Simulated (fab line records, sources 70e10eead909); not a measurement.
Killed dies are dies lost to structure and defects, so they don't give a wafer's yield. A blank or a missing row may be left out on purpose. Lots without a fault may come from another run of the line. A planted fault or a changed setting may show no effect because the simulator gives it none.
One fault seen from 3 desks | flow nand_harc | each desk has only its own numbers; what lay behind them comes last

THE TOOL OWNER'S DESK: litho_track-06
The tool's own readings at NHARC_P_M0_PEB_07 (peb time 65 s): means of the sampled wafers that have a number, for each lot that ran on this tool. A lot is out of limits, marked OUT, if its mean lies more than 4 standard deviations from the usual mean; the brackets give that distance.
Columns: A = heater_power_total_W at NHARC_P_M0_PEB_07, usual 156.6 W; B = plate_temp_C at NHARC_P_M0_PEB_07, usual 99.99 C
lot  | first seen here | A               | B
L685 | day 6 06:06     | 156.3           | 99.86
L692 | day 8 18:14     | 156.7           | 100.21
L696 | day 10 16:23    | 156.7           | 99.80
L697 | day 10 22:14    | 162.0 (+13) OUT | 102.40 (+16) OUT
L700 | day 12 04:52    | 162.3 (+13) OUT | 102.67 (+18) OUT
This desk's finding: out of limits on L697, L700; first on L697, day 10 22:14 (heater_power_total_W at NHARC_P_M0_PEB_07). In limits: L685, L692, L696.

THE DEFECT DESK
What the inspections along the route counted, lot by lot: means of the sampled wafers that have a number. A lot is out of limits, marked OUT, if its mean lies more than 4 standard deviations from the usual mean; the brackets give that distance.
Columns: A = raw_defect_count at NHARC_P_M0_INSPECT_11, usual 4.9
lot  | first seen here | A
L685 | day 6 06:18     | 9.0
L690 | day 8 04:29     | 4.7
L691 | day 8 16:13     | 4.7
L692 | day 8 18:27     | 5.3
L696 | day 10 16:35    | 7.0
L697 | day 10 22:26    | 2.3
L700 | day 12 05:05    | 1.7
L703 | day 13 21:14    | 5.0
L707 | day 15 06:30    | 3.0
L708 | day 15 18:46    | 2.7
This desk's finding: nothing out of limits on any of the 10 lots.

THE METROLOGY DESK
What the gauges read, lot by lot, whatever tool the lot ran on: means of the sampled wafers that have a number. A lot is out of limits, marked OUT, if its mean lies more than 4 standard deviations from the usual mean; the brackets give that distance.
Columns: A = cd_nm at NHARC_P_M0_CD_MEAS_09, usual 90.3 nm
lot  | first seen here | A
L685 | day 6 06:11     | 90.5
L690 | day 8 04:22     | 90.0
L691 | day 8 16:06     | 90.6
L692 | day 8 18:19     | 90.5
L696 | day 10 16:28    | 90.9
L697 | day 10 22:19    | 99.6 (+15) OUT
L700 | day 12 04:57    | 98.7 (+14) OUT
L703 | day 13 21:07    | 90.2
L707 | day 15 06:23    | 89.8
L708 | day 15 18:39    | 89.2
This desk's finding: out of limits on L697, L700; first on L697, day 10 22:19 (cd_nm at NHARC_P_M0_CD_MEAS_09). In limits: L685, L690, L691, L692, L696, L703, L707, L708.

PUT TOGETHER
The tool owner's desk could have raised an alarm at day 10 22:14, on L697, L700.
The metrology desk could have raised an alarm at day 10 22:19, on L697, L700.
The defect desk saw nothing out of limits.
The defect desk has L697, L700 on record, within its limits.
Of the lots named, all ran NHARC_P_M0_PEB_07 on litho_track-06.

WHAT THE SIMULATOR HAD PUT IN
Process parameter drift: litho_track-06, from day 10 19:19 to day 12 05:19, at NHARC_P_M0_PEB_07. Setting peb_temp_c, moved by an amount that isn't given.
Lots struck among those shown: L697, L700.
Hours from the fault's start to each desk's first reading out of limits: the tool owner's desk, 3; the metrology desk, 3.
